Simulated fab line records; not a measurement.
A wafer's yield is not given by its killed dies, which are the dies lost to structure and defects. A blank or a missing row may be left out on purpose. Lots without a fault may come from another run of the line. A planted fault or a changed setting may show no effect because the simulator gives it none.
Chamber matching	flow nand harc	rie diel-10 running NHARC_A_CHANNEL_FILL_D2_ETCHBACK_20: 4 sister chambers
The step etches the open film in C4F8/O2/Ar, target depth 27 nm, time 13.5 s. 4 wafers are shown with their chamber, then 9 later ones without.

== WAFERS PAIRED WITH THEIR CHAMBERS ==
wafer	chamber	rf vpp V (V)
L084.2	3	983
L087.1	1	978
L087.4	2	987
L087.6	0	986

== WAFERS WITH NO CHAMBER GIVEN ==
wafer	rf vpp V (V)
L091.1	988
L091.3	976
L091.5	989
L091.2	985
L091.4	984
L091.6	982
L097.1	985
L097.3	978
L097.6	979

== WHICH CHAMBER EACH ONE RAN IN ==
wafer	from the rows above	in truth
L091.1	can't be placed: 2 or 0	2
L091.3	1	1
L091.5	can't be placed: 2 or 0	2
L091.2	can't be placed: 0 or 2 or 3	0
L091.4	can't be placed: 3 or 0 or 2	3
L091.6	3	3
L097.1	can't be placed: 0 or 2 or 3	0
L097.3	1	1
L097.6	1	1
Correct placement for 4 of the 9. These rows do not allow placing 5 (true chamber among the candidates in 5). 0 placed wrongly.
How it was worked out, from the rows above alone: a wafer's distance from a chamber is the root of the sum, over the readings, of the square of ((its reading less the chamber's mean) divided by the reading's scatter). If the next closest chamber is less than 2 further off than the closest, the wafer can't be placed; otherwise it belongs to the closest. For every chamber, the mean is computed from those of its wafers that are shown. The scatter: root of mean squared gap, hidden wafer to nearest shown wafer, with one shown wafer a chamber.
